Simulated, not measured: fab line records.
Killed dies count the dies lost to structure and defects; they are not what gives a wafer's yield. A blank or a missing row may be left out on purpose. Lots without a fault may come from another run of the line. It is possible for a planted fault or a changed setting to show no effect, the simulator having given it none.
fab line records | flow n5-finfet | part 1 of 2: steps 1 to 15 of 22
record: lots: 5 | wafers: 15 | last-day: 15
route steps=1938 shown HKMG_FIN@436
lots with no fault: from the same line, run without faults
start-h: the number of hours between the record's first day and the start of the first shown wafer of the lot | wait-h: hours from the lot's prior step to this one | " the same as in the row above | L1.1+2: several wafers, shown together as one row | - no value present, or no start provided | * or withheld: withheld | < > ~ a bound
route shown NAME@n: a module of which the file shows steps, and the number in the route of the first | usual: the fault-free wafers' mean and standard deviation | same: alike in all rows | chamber/n: place in a boat | sites: readings site by site | _std_site: how widely they spread, as a standard deviation | _edge_site: mean of outer sites minus mean of inner sites | radius-mm: for every site, how far away it sits from the centre of the wafer | mask NAME#n: copy n | behind: the tool/chamber that last shaped the wafer | hold: the reason the lot was held/the length of the hold in hours/how it ended | device: transistor that didn't switch, given as n, p or np | end of line: at the end of the route, the tests of the same wafers | for a step that has no rows: nothing shown but its recipe | killed: at the first sort, the dies lost to defects and structure; wafer yield is something else | map: dies across one wafer; x = killed, . = not, _ = none there
set.NAME: the setting as run; set.NAME@STEP: as run at that earlier step | model.NAME: the simulator's own value behind a step, which no gauge read
certain route steps with their lots: each step a table, each wafer a row
services: when a tool's chamber went out of use (start-h, in hours from the record's first day, below 0 if earlier), for how many hours, and the reason
== steps ==
step: N5_HKMG_FIN_STRIP_33
recipe: chemistry: N2/H2 | temp-c: 40 | n2-flow-sccm: 200 | h2-flow-sccm: 200 | rf-frequency-hz: 6e+07
lot.wafer  | tool        | chamber | start-h | wait-h
L075.4+5+6 | rie-diel-03 | 2,1,2   | 79.03   | 0.1
L080.1+2+3 | rie-diel-03 | 1,3,0   | 114.44  | 0.1
L082.3+4+5 | rie-diel-03 | 0,1,1   | 124.66  | 0.1
L086.3+5+6 | rie-diel-03 | 3,2,3   | 151.00  | 0.1
L087.2+3+4 | rie-diel-03 | 3,1,0   | 155.79  | 0.1
step: N5_HKMG_FIN_STRIP_34
recipe: chemistry: CF4 | resist: SiARC | power-w: 300 | bias-power-w: 75 | pressure-mtorr: 50 | cf4-flow-sccm: 150 | rf-frequency-hz: 6e+07
usual: drypump-motor-current-A: 6.0/0.45 | oes-product-au: 0.76/0.079 | rf-fwd-power-W: 293.2/1 | rf-vpp-V: 270.9/1.4 | showerhead-plenum-p-Torr: 1.79/0.04 | throttle-valve-pct: 13.56/0.24
lot.wafer | tool        | chamber | start-h | wait-h | drypump-motor-current-A | oes-product-au | rf-fwd-power-W | rf-hours-counter-h | rf-vpp-V | showerhead-plenum-p-Torr | throttle-valve-pct
L075.4    | rie-diel-03 | 2       | 79.04   | 0.0    | 5.9                     | 0.73           | -              | 191                | 272.6    | 1.84                     | 13.98
L075.5    | "           | 1       | "       | "      | 6.5                     | 0.89           | 295.0          | -                  | 270.7    | 1.77                     | 13.20
L075.6    | "           | 2       | "       | "      | 6.0                     | 0.74           | -              | -                  | 272.4    | 1.84                     | 13.96
L080.1    | rie-diel-03 | 1       | 114.45  | 0.0    | 6.6                     | 0.88           | 292.7          | 34                 | 269.8    | 1.76                     | 13.21
L080.2    | "           | 3       | "       | "      | 5.5                     | 0.91           | 293.0          | 16                 | 269.8    | 1.78                     | 13.50
L080.3    | "           | 0       | "       | "      | 5.4                     | 0.73           | 293.2          | 165                | 271.5    | 1.79                     | 13.62
L082.3    | rie-diel-03 | 0       | 124.67  | 0.0    | 5.4                     | 0.73           | 292.2          | 170                | 271.3    | 1.79                     | 13.64
L082.4    | "           | 1       | "       | "      | 6.5                     | 0.88           | 293.2          | 39                 | 271.0    | 1.76                     | 13.22
L082.5    | "           | 1       | "       | "      | 6.6                     | 0.87           | 294.0          | -                  | 269.5    | 1.76                     | 13.21
L086.3    | rie-diel-03 | 3       | 151.01  | 0.0    | 5.5                     | 0.89           | 294.1          | 29                 | 269.3    | 1.78                     | 13.52
L086.5    | "           | 2       | "       | "      | 6.0                     | 0.72           | -              | -                  | 272.9    | 1.83                     | 14.00
L086.6    | "           | 3       | "       | "      | 5.5                     | 0.89           | 294.2          | -                  | 270.7    | 1.78                     | 13.52
L087.2    | rie-diel-03 | 3       | 155.80  | 0.0    | 5.5                     | 0.89           | 295.0          | 31                 | 270.5    | 1.78                     | 13.51
L087.3    | "           | 1       | "       | "      | 6.5                     | 0.86           | 290.9          | 49                 | 270.5    | 1.76                     | 13.25
L087.4    | "           | 0       | "       | "      | 5.3                     | 0.73           | -              | 180                | 270.6    | 1.79                     | 13.66
step: N5_HKMG_FIN_ETCH_35
recipe: chemistry: N2/H2 | target: SOC | target-depth-a: 2158 | ion-energy-ev: 65 | bias-w: 5 | source-w: 3000 | time-s: 243.4 | pressure-mtorr: 30 | n2-flow-sccm: 200 | h2-flow-sccm: 200
usual: drypump-motor-current-A: 6.0/0.45 | oes-product-au: 0.77/0.091 | rf-fwd-power-W: 2989/8.6 | rf-vpp-V: 141.5/0.95 | showerhead-plenum-p-Torr: 2.54/0.065 | throttle-valve-pct: 17.81/0.27
lot.wafer | tool        | chamber | start-h | wait-h | drypump-motor-current-A | oes-product-au | rf-fwd-power-W | rf-hours-counter-h | rf-vpp-V | showerhead-plenum-p-Torr | throttle-valve-pct
L075.4    | rie-diel-03 | 2       | 79.06   | 0.0    | 6.0                     | 0.74           | 2997           | 191                | 141.5    | 2.63                     | 18.39
L075.5    | "           | 1       | "       | "      | 6.6                     | 0.94           | 2979           | -                  | 140.6    | 2.50                     | 17.52
L075.6    | "           | 2       | "       | "      | 6.0                     | 0.74           | 2992           | -                  | 142.7    | 2.63                     | 18.37
L080.1    | rie-diel-03 | 1       | 114.47  | 0.0    | 6.6                     | 0.91           | 2991           | 34                 | 141.2    | 2.50                     | 17.50
L080.2    | "           | 3       | "       | "      | 5.5                     | 0.95           | 2986           | 16                 | 142.1    | 2.51                     | 17.77
L080.3    | "           | 0       | "       | "      | 5.4                     | 0.75           | 2989           | 165                | 141.3    | 2.52                     | 17.80
L082.3    | rie-diel-03 | 0       | 124.69  | 0.0    | 5.4                     | 0.74           | 2989           | 170                | 139.9    | 2.52                     | 17.80
L082.4    | "           | 1       | "       | "      | 6.6                     | 0.91           | 2980           | 39                 | 142.8    | 2.49                     | 17.52
L082.5    | "           | 1       | "       | "      | 6.6                     | 0.92           | 2984           | -                  | 141.7    | 2.49                     | 17.50
L086.3    | rie-diel-03 | 3       | 151.03  | 0.0    | 5.5                     | 0.92           | 2986           | 29                 | 140.6    | 2.50                     | 17.79
L086.5    | "           | 2       | "       | "      | 6.0                     | 0.72           | 2988           | -                  | 143.1    | 2.62                     | 18.43
L086.6    | "           | 3       | "       | "      | 5.5                     | 0.91           | 2993           | -                  | 141.6    | 2.50                     | 17.79
L087.2    | rie-diel-03 | 3       | 155.82  | 0.0    | 5.5                     | 0.91           | 2998           | 31                 | 142.5    | 2.50                     | 17.80
L087.3    | "           | 1       | "       | "      | 6.6                     | 0.88           | 3005           | 49                 | 140.4    | 2.49                     | 17.55
L087.4    | "           | 0       | "       | "      | 5.4                     | 0.72           | 2976           | 180                | 141.2    | 2.51                     | 17.82
step: N5_HKMG_FIN_STRIP_92
recipe: chemistry: N2/H2 | material: SOC | time-s: 20 | power-w: 500 | temp-c: 40 | pressure-mtorr: 50 | rf-frequency-hz: 6e+07 | bias-power-w: 8 | h2-frac: 0.5 | n2-flow-sccm: 300 | h2-flow-sccm: 300
usual: drypump-motor-current-A: 6.0/0.45 | oes-product-au: 0.77/0.089 | rf-fwd-power-W: 495.8/1.8 | rf-vpp-V: 54.2/0.88 | showerhead-plenum-p-Torr: 3.35/0.083 | throttle-valve-pct: 19.0/0.33
lot.wafer | tool        | chamber | start-h | wait-h | drypump-motor-current-A | oes-product-au | rf-fwd-power-W | rf-hours-counter-h | rf-vpp-V | showerhead-plenum-p-Torr | throttle-valve-pct
L075.4    | rie-diel-03 | 2       | 79.21   | 0.1    | 6.0                     | 0.73           | 498.0          | 191                | 53.9     | 3.47                     | 19.8
L075.5    | "           | 1       | "       | "      | 6.6                     | 0.93           | 493.1          | -                  | 54.7     | 3.30                     | 18.7
L075.6    | "           | 2       | "       | "      | 6.0                     | 0.73           | 495.2          | -                  | 53.2     | 3.47                     | 19.8
L080.1    | rie-diel-03 | 1       | 114.62  | 0.1    | 6.6                     | 0.91           | 496.7          | 34                 | 52.2     | 3.30                     | 18.7
L080.2    | "           | 3       | "       | "      | 5.5                     | 0.94           | 500.9          | 16                 | 53.5     | 3.31                     | 18.8
L080.3    | "           | 0       | "       | "      | 5.4                     | 0.74           | 493.3          | 165                | 53.3     | 3.33                     | 19.1
L082.3    | rie-diel-03 | 0       | 124.84  | 0.1    | 5.4                     | 0.74           | 496.7          | 170                | 53.0     | 3.33                     | 19.1
L082.4    | "           | 1       | "       | "      | 6.6                     | 0.91           | 495.3          | 39                 | 55.4     | 3.30                     | 18.7
L082.5    | "           | 1       | "       | "      | 6.6                     | 0.90           | 494.6          | -                  | 54.4     | 3.30                     | 18.8
L086.3    | rie-diel-03 | 3       | 151.18  | 0.1    | 5.5                     | 0.92           | 496.3          | 29                 | 53.5     | 3.31                     | 18.9
L086.5    | "           | 2       | "       | "      | 6.0                     | 0.71           | 497.8          | -                  | 54.7     | 3.46                     | 19.9
L086.6    | "           | 3       | "       | "      | 5.5                     | 0.91           | 497.2          | -                  | 55.2     | 3.31                     | 18.9
L087.2    | rie-diel-03 | 3       | 155.97  | 0.1    | 5.5                     | 0.90           | 497.6          | 31                 | 54.3     | 3.31                     | 18.9
L087.3    | "           | 1       | "       | "      | 6.6                     | 0.88           | 492.8          | 49                 | 54.4     | 3.29                     | 18.8
L087.4    | "           | 0       | "       | "      | 5.4                     | 0.73           | 495.3          | 180                | 54.0     | 3.32                     | 19.1
step: N5_HKMG_FIN_WET_ETCH_18
recipe: chemistry: SC1 | target: TiN | mix: 1:1:5 | temp-c: * | time-s: 55 | target-depth-nm: 5.2 | dry: ipa-marangoni | rinse-time-s: 30 | rinse-temp-c: 23
usual: h2o2-flow-mL-min: 214.2/0.65
lot.wafer | tool         | chamber | start-h | wait-h | h2o2-flow-mL-min
L075.4    | wet-bench-05 | 0       | 79.29   | 0.1    | 214.3
L075.5    | "            | 3       | "       | "      | 215.2
L075.6    | "            | 5       | "       | "      | 214.4
L080.1    | wet-bench-05 | 3       | 114.70  | 0.1    | 213.2
L080.2    | "            | 6       | "       | "      | 215.0
L080.3    | "            | 2       | "       | "      | 213.2
L082.3    | wet-bench-04 | 3       | 124.92  | 0.1    | 213.7
L082.4    | "            | 4       | "       | "      | 214.1
L082.5    | "            | 6       | "       | "      | 215.2
L086.3    | wet-bench-05 | 0       | 151.26  | 0.1    | 214.4
L086.5    | "            | 1       | "       | "      | 214.0
L086.6    | "            | 4       | "       | "      | 213.3
L087.2    | wet-bench-05 | 2       | 156.06  | 0.1    | 213.7
L087.3    | "            | 4       | "       | "      | 213.5
L087.4    | "            | 3       | "       | "      | 215.4
step: N5_HKMG_FIN_STRIP_19
recipe: chemistry: N2/H2 | power-w: 2500 | temp-c: 300 | h2-frac: 0.65 | time-s: 360 | pressure-mtorr: withheld | n2-flow-sccm: 1750 | h2-flow-sccm: 3250
usual: drypump-motor-current-A: 5.6/0.49 | heater-power-w: 445/49
lot.wafer | tool            | chamber | start-h | wait-h | drypump-motor-current-A | heater-power-w | rf-hours-counter-h
L075.4    | plasma-asher-01 | 1       | 79.56   | 0.2    | 5.8                     | 501            | -
L075.5    | "               | 0       | "       | "      | 5.2                     | 384            | -
L075.6    | "               | 1       | "       | "      | 5.8                     | 502            | -
L080.1    | plasma-asher-01 | 1       | 114.76  | 0.0    | 5.8                     | 507            | 42
L080.2    | "               | 0       | "       | "      | 5.3                     | 382            | 42
L080.3    | "               | 0       | "       | "      | 5.3                     | 375            | -
L082.3    | plasma-asher-02 | 0       | 125.10  | 0.1    | 6.7                     | 456            | -
L082.4    | "               | 1       | "       | "      | 5.2                     | 443            | -
L082.5    | "               | 0       | "       | "      | 6.7                     | 458            | -
L086.3    | plasma-asher-01 | 1       | 151.45  | 0.1    | 5.7                     | 511            | -
L086.5    | "               | 0       | "       | "      | 5.3                     | 391            | -
L086.6    | "               | 1       | "       | "      | 5.7                     | 500            | -
L087.2    | plasma-asher-01 | 1       | 156.12  | 0.0    | 5.8                     | 492            | 49
L087.3    | "               | 1       | "       | "      | 5.8                     | 495            | -
L087.4    | "               | 0       | "       | "      | 5.2                     | 397            | -
step: N5_HKMG_FIN_ALD_91
recipe: material: TiN | target-thk-a: 10 | temp-c: 400 | ald-precursor-family: TiCl4 | ald-co-reactant: NH3 | pulse-time-s: 1 | purge-time-s: 3 | co-reactant-purge-time-s: 2 | co-reactant-pulse-time-s: 2 | ald-cycles: 47 | pressure-torr: 3
usual: heater-power-w: 863/78 | precursor-pulse-height-rel: 1.002/0.021 | susceptor-temp-C: 400.00/0.21
same: purge-time-s: 3
lot.wafer | tool         | chamber | start-h | wait-h | heater-power-w | precursor-pulse-height-rel | susceptor-temp-C
L075.4    | ald-metal-03 | 1       | 79.82   | 0.1    | 858            | 1.011                      | 399.99
L075.5    | "            | 3       | "       | "      | 884            | 1.037                      | 400.04
L075.6    | "            | 2       | "       | "      | 894            | 1.021                      | 399.97
L080.1    | ald-metal-03 | 0       | 115.15  | 0.3    | 842            | 1.037                      | 399.74
L080.2    | "            | 3       | "       | "      | 854            | 0.946                      | 399.98
L080.3    | "            | 2       | "       | "      | 890            | 0.985                      | 400.11
L082.3    | ald-metal-03 | 2       | 125.37  | 0.1    | 887            | 1.022                      | 399.66
L082.4    | "            | 0       | "       | "      | 854            | 1.027                      | 400.43
L082.5    | "            | 1       | "       | "      | 869            | 0.984                      | 399.99
L086.3    | ald-metal-03 | 2       | 151.71  | 0.1    | 875            | 0.973                      | 399.75
L086.5    | "            | 2       | "       | "      | 856            | 0.989                      | 399.87
L086.6    | "            | 1       | "       | "      | 877            | 1.017                      | 399.75
L087.2    | ald-metal-01 | 0       | 156.50  | 0.3    | 927            | 0.965                      | 399.98
L087.3    | "            | 2       | "       | "      | 817            | 0.982                      | 399.79
L087.4    | "            | 1       | "       | "      | 1059           | 1.010                      | 400.21
step: N5_HKMG_FIN_COAT_85
recipe: resist: SOC | temp-c: 250 | time-s: 60 | spin-rpm: 1500 | resist-thk-nm: 300
usual: heater-power-total-W: 500.7/1.6
lot.wafer | tool           | chamber | start-h | wait-h | heater-power-total-W
L075.4    | litho-track-05 | 0       | 80.11   | 0.2    | 500.2
L075.5    | "              | 0       | "       | "      | 501.2
L075.6    | "              | 0       | "       | "      | 499.1
L080.1    | litho-track-03 | 0       | 115.42  | 0.2    | 498.9
L080.2    | "              | 0       | "       | "      | 502.3
L080.3    | "              | 0       | "       | "      | 498.3
L082.3    | litho-track-05 | 0       | 125.65  | 0.2    | 500.6
L082.4    | "              | 0       | "       | "      | 502.3
L082.5    | "              | 0       | "       | "      | 499.4
L086.3    | litho-track-01 | 0       | 151.99  | 0.2    | 499.8
L086.5    | "              | 0       | "       | "      | 500.0
L086.6    | "              | 0       | "       | "      | 500.2
L087.2    | litho-track-01 | 0       | 156.78  | 0.2    | 501.1
L087.3    | "              | 0       | "       | "      | 501.3
L087.4    | "              | 0       | "       | "      | 502.0
step: N5_HKMG_FIN_ETCH_86
recipe: chemistry: N2/H2 | target: SOC | target-depth-a: 3932 | stop-on: TiN | ion-energy-ev: 100 | bias-w: 61 | pressure-mtorr: 30 | source-w: 850 | n2-flow-sccm: 200 | h2-flow-sccm: 200
usual: drypump-motor-current-A: 5.9/0.45 | oes-product-au: 0.75/0.077 | rf-fwd-power-W: 843/3.2 | rf-vpp-V: 240.5/1.2 | showerhead-plenum-p-Torr: 2.52/0.07 | throttle-valve-pct: 17.80/0.27
lot.wafer | tool        | chamber | start-h | wait-h | drypump-motor-current-A | oes-product-au | rf-fwd-power-W | rf-hours-counter-h | rf-vpp-V | showerhead-plenum-p-Torr | throttle-valve-pct
L075.4    | rie-diel-03 | 0       | 80.16   | -      | 5.4                     | 0.74           | 842            | 155                | 241.0    | 2.52                     | 17.76
L075.5    | "           | 3       | "       | "      | 5.5                     | 0.95           | 847            | -                  | 241.8    | 2.51                     | 17.72
L075.6    | "           | 0       | "       | "      | 5.3                     | 0.73           | 846            | -                  | 239.6    | 2.53                     | 17.75
L080.1    | rie-diel-04 | 3       | 115.49  | -      | 6.1                     | 0.81           | 841            | 93                 | 240.0    | 2.46                     | 17.57
L080.2    | "           | 2       | "       | "      | 6.3                     | 0.72           | 848            | 187                | 238.9    | 2.53                     | 18.10
L080.3    | "           | 0       | "       | "      | 6.6                     | 0.71           | 839            | 196                | 241.7    | 2.63                     | 17.60
L082.3    | rie-diel-03 | 3       | 125.70  | -      | 5.5                     | 0.92           | 846            | 21                 | 239.9    | 2.50                     | 17.75
L082.4    | "           | 2       | "       | "      | 6.0                     | 0.72           | 848            | 203                | 241.5    | 2.63                     | 18.38
L082.5    | "           | 3       | "       | "      | 5.5                     | 0.92           | 848            | -                  | 238.4    | 2.50                     | 17.74
L086.3    | rie-diel-03 | 3       | 152.06  | -      | 5.5                     | 0.89           | 848            | 29                 | 240.4    | 2.50                     | 17.78
L086.5    | "           | 1       | "       | "      | 6.6                     | 0.86           | 845            | -                  | 240.5    | 2.49                     | 17.52
L086.6    | "           | 2       | "       | "      | 6.0                     | 0.72           | 846            | -                  | 243.2    | 2.62                     | 18.39
L087.2    | rie-diel-05 | 3       | 156.84  | -      | 6.1                     | 0.69           | 846            | 223                | 241.3    | 2.61                     | 17.55
L087.3    | "           | 0       | "       | "      | 5.9                     | 0.68           | 843            | 231                | 237.3    | 2.42                     | 17.81
L087.4    | "           | 1       | "       | "      | 5.0                     | 0.71           | 842            | 186                | 239.7    | 2.53                     | 17.70
step: N5_HKMG_FIN_STRIP_89
recipe: chemistry: N2/H2 | material: SOC | time-s: 20 | power-w: 500 | temp-c: 40 | pressure-mtorr: 50 | rf-frequency-hz: 6e+07 | bias-power-w: 8 | h2-frac: 0.5 | n2-flow-sccm: 300 | h2-flow-sccm: 300
usual: drypump-motor-current-A: 5.9/0.45 | oes-product-au: 0.76/0.082 | rf-fwd-power-W: 497.0/1.6 | rf-vpp-V: 54.2/0.8 | showerhead-plenum-p-Torr: 3.34/0.09 | throttle-valve-pct: 19.0/0.34
lot.wafer | tool        | chamber | start-h | wait-h | drypump-motor-current-A | oes-product-au | rf-fwd-power-W | rf-hours-counter-h | rf-vpp-V | showerhead-plenum-p-Torr | throttle-valve-pct
L075.4    | rie-diel-03 | 0       | 80.22   | 0.0    | 5.4                     | 0.75           | 494.3          | 155                | 53.6     | 3.34                     | 19.1
L075.5    | "           | 3       | "       | "      | 5.5                     | 0.98           | 496.5          | -                  | 53.9     | 3.32                     | 18.8
L075.6    | "           | 0       | "       | "      | 5.3                     | 0.75           | 496.2          | -                  | 54.1     | 3.34                     | 19.1
L080.1    | rie-diel-04 | 3       | 115.55  | 0.0    | 6.1                     | 0.81           | 496.4          | 93                 | 54.0     | 3.26                     | 18.9
L080.2    | "           | 2       | "       | "      | 6.4                     | 0.73           | 498.2          | 187                | 52.5     | 3.35                     | 19.2
L080.3    | "           | 0       | "       | "      | 6.6                     | 0.69           | 499.1          | 196                | 54.5     | 3.47                     | 18.8
L082.3    | rie-diel-03 | 3       | 125.76  | 0.0    | 5.6                     | 0.93           | 498.2          | 21                 | 53.2     | 3.31                     | 18.9
L082.4    | "           | 2       | "       | "      | 6.0                     | 0.73           | 500.6          | 203                | 55.2     | 3.46                     | 19.9
L082.5    | "           | 3       | "       | "      | 5.5                     | 0.93           | 498.6          | -                  | 55.2     | 3.31                     | 18.9
L086.3    | rie-diel-03 | 3       | 152.12  | 0.0    | 5.5                     | 0.92           | 495.2          | 29                 | 54.5     | 3.31                     | 18.9
L086.5    | "           | 1       | "       | "      | 6.6                     | 0.89           | 496.2          | -                  | 53.5     | 3.29                     | 18.8
L086.6    | "           | 2       | "       | "      | 6.0                     | 0.72           | 498.8          | -                  | 54.5     | 3.46                     | 19.9
L087.2    | rie-diel-05 | 3       | 156.90  | 0.0    | 6.1                     | 0.70           | 494.7          | 223                | 54.1     | 3.44                     | 18.6
L087.3    | "           | 0       | "       | "      | 5.9                     | 0.69           | 498.2          | 232                | 53.3     | 3.20                     | 19.0
L087.4    | "           | 1       | "       | "      | 5.0                     | 0.72           | 494.8          | 186                | 53.2     | 3.34                     | 19.1
step: N5_HKMG_FIN_WET_ETCH_87
recipe: chemistry: SC1 | target: TiN | mix: 1:2:40 | temp-c: 50 | time-s: 154.2 | target-depth-nm: 4.7 | dry: ipa-marangoni | rinse-time-s: 30 | rinse-temp-c: 23
usual: h2o2-flow-mL-min: 69.74/0.23
lot.wafer | tool         | chamber | start-h | wait-h | h2o2-flow-mL-min
L075.4    | wet-bench-04 | 1       | 80.32   | 0.1    | 69.55
L075.5    | "            | 3       | "       | "      | 69.78
L075.6    | "            | 2       | "       | "      | 69.58
L080.1    | wet-bench-03 | 5       | 115.65  | 0.1    | 69.57
L080.2    | "            | 2       | "       | "      | 70.07
L080.3    | "            | 3       | "       | "      | 69.51
L082.3    | wet-bench-05 | 4       | 125.86  | 0.1    | 69.83
L082.4    | "            | 6       | "       | "      | 69.72
L082.5    | "            | 7       | "       | "      | 69.38
L086.3    | wet-bench-03 | 6       | 152.22  | 0.1    | 69.89
L086.5    | "            | 5       | "       | "      | 69.77
L086.6    | "            | 1       | "       | "      | 69.67
L087.2    | wet-bench-05 | 5       | 157.00  | 0.1    | 69.71
L087.3    | "            | 2       | "       | "      | 69.54
L087.4    | "            | 3       | "       | "      | 69.81
step: N5_HKMG_FIN_STRIP_88
recipe: chemistry: N2/H2 | power-w: 2500 | temp-c: 300 | h2-frac: 0.65 | time-s: 360 | pressure-mtorr: withheld | n2-flow-sccm: 1750 | h2-flow-sccm: 3250
usual: drypump-motor-current-A: 5.9/0.69 | heater-power-w: 446/28
lot.wafer | tool            | chamber | start-h | wait-h | drypump-motor-current-A | heater-power-w | rf-hours-counter-h
L075.4    | plasma-asher-02 | 1       | 80.53   | 0.1    | 5.2                     | 431            | -
L075.5    | "               | 0       | "       | "      | 6.7                     | 462            | -
L075.6    | "               | 1       | "       | "      | 5.2                     | 437            | -
L080.1    | plasma-asher-02 | 0       | 115.74  | 0.0    | 6.7                     | 455            | 93
L080.2    | "               | 1       | "       | "      | 5.2                     | 432            | 93
L080.3    | "               | 0       | "       | "      | 6.7                     | 453            | -
L082.3    | plasma-asher-01 | 1       | 126.07  | 0.1    | 5.7                     | 495            | -
L082.4    | "               | 0       | "       | "      | 5.3                     | 380            | -
L082.5    | "               | 0       | "       | "      | 5.2                     | 391            | -
L086.3    | plasma-asher-02 | 1       | 152.43  | 0.1    | 5.2                     | 425            | -
L086.5    | "               | 1       | "       | "      | 5.2                     | 441            | -
L086.6    | "               | 0       | "       | "      | 6.7                     | 440            | -
L087.2    | plasma-asher-02 | 0       | 157.09  | 0.0    | 6.7                     | 460            | 102
L087.3    | "               | 0       | "       | "      | 6.7                     | 448            | -
L087.4    | "               | 1       | "       | "      | 5.2                     | 428            | -
step: N5_HKMG_FIN_NWFM_ALD_20
recipe: material: TiAlC | target-thk-a: 20 | temp-c: 300 | ald-precursor-family: TiCl4 | ald-co-reactant: TEA | pulse-time-s: 3 | purge-time-s: 2 | co-reactant-purge-time-s: 2 | co-reactant-pulse-time-s: 10 | ald-cycles: 7 | pressure-torr: 3
usual: heater-power-w: 483/40 | precursor-pulse-height-rel: 0.999/0.021 | susceptor-temp-C: 300.00/0.19
same: purge-time-s: 2
lot.wafer | tool         | chamber | start-h | wait-h | heater-power-w | precursor-pulse-height-rel | susceptor-temp-C
L075.4    | ald-metal-04 | 2       | 80.79   | 0.1    | 415            | 1.015                      | 299.76
L075.5    | "            | 3       | "       | "      | 451            | 1.027                      | 299.80
L075.6    | "            | 0       | "       | "      | 525            | 1.002                      | 300.23
L080.1    | ald-metal-03 | 3       | 116.12  | 0.3    | 489            | 0.995                      | 300.10
L080.2    | "            | 1       | "       | "      | 494            | 0.965                      | 299.80
L080.3    | "            | 2       | "       | "      | 492            | 1.004                      | 300.39
L082.3    | ald-metal-01 | 0       | 126.34  | 0.1    | 516            | 0.989                      | 300.27
L082.4    | "            | 1       | "       | "      | 577            | 0.989                      | 300.41
L082.5    | "            | 0       | "       | "      | 505            | 0.968                      | 300.00
L086.3    | ald-metal-04 | 2       | 152.72  | 0.2    | 421            | 1.003                      | 299.91
L086.5    | "            | 2       | "       | "      | 410            | 1.004                      | 299.93
L086.6    | "            | 1       | "       | "      | 482            | 0.994                      | 299.76
L087.2    | ald-metal-04 | 2       | 157.47  | 0.3    | 407            | 1.011                      | 299.97
L087.3    | "            | 3       | "       | "      | 453            | 1.019                      | 299.97
L087.4    | "            | 2       | "       | "      | 405            | 0.985                      | 300.15
step: N5_HKMG_FIN_ALD_71
recipe: material: TiN | target-thk-a: 10 | temp-c: 400 | ald-precursor-family: TiCl4 | ald-co-reactant: NH3 | pulse-time-s: 1 | purge-time-s: 3 | co-reactant-purge-time-s: 2 | co-reactant-pulse-time-s: 2 | ald-cycles: 47 | pressure-torr: 3
usual: heater-power-w: 867/77 | precursor-pulse-height-rel: 1.003/0.021 | susceptor-temp-C: 400.00/0.2
same: purge-time-s: 3
lot.wafer | tool         | chamber | start-h | wait-h | heater-power-w | precursor-pulse-height-rel | susceptor-temp-C
L075.4    | ald-metal-04 | 2       | 80.89   | 0.0    | 739            | 1.023                      | 400.01
L075.5    | "            | 3       | "       | "      | 812            | 0.993                      | 399.85
L075.6    | "            | 0       | "       | "      | 947            | 1.031                      | 400.13
L080.1    | ald-metal-03 | 3       | 116.22  | 0.0    | 871            | 1.008                      | 399.68
L080.2    | "            | 1       | "       | "      | 904            | 1.015                      | 399.79
L080.3    | "            | 2       | "       | "      | 883            | 1.010                      | 400.15
L082.3    | ald-metal-01 | 0       | 126.44  | 0.0    | 919            | 1.022                      | 399.97
L082.4    | "            | 1       | "       | "      | 1048           | 0.988                      | 400.11
L082.5    | "            | 0       | "       | "      | 913            | 0.988                      | 400.31
L086.3    | ald-metal-04 | 2       | 152.82  | 0.0    | 733            | 1.038                      | 400.22
L086.5    | "            | 2       | "       | "      | 726            | 1.027                      | 399.91
L086.6    | "            | 1       | "       | "      | 880            | 1.008                      | 399.90
L087.2    | ald-metal-04 | 2       | 157.57  | 0.0    | 716            | 1.023                      | 400.13
L087.3    | "            | 3       | "       | "      | 817            | 1.017                      | 399.66
L087.4    | "            | 2       | "       | "      | 742            | 1.013                      | 399.83
step: N5_HKMG_FIN_COAT_66
recipe: resist: SOC | temp-c: 250 | time-s: 60 | spin-rpm: 1500 | resist-thk-nm: 300
usual: heater-power-total-W: 500.5/1.8
lot.wafer | tool           | chamber | start-h | wait-h | heater-power-total-W
L075.4    | litho-track-05 | 0       | 81.18   | 0.2    | 498.3
L075.5    | "              | 0       | "       | "      | 498.8
L075.6    | "              | 0       | "       | "      | 500.7
L080.1    | litho-track-03 | 0       | 116.51  | 0.2    | 499.2
L080.2    | "              | 0       | "       | "      | 499.3
L080.3    | "              | 0       | "       | "      | 502.4
L082.3    | litho-track-01 | 0       | 126.72  | 0.2    | 501.9
L082.4    | "              | 0       | "       | "      | 499.9
L082.5    | "              | 0       | "       | "      | 502.6
L086.3    | litho-track-05 | 0       | 153.10  | 0.2    | 497.9
L086.5    | "              | 0       | "       | "      | 499.1
L086.6    | "              | 0       | "       | "      | 502.5
L087.2    | litho-track-05 | 0       | 157.85  | 0.2    | 500.8
L087.3    | "              | 0       | "       | "      | 502.4
L087.4    | "              | 0       | "       | "      | 501.1
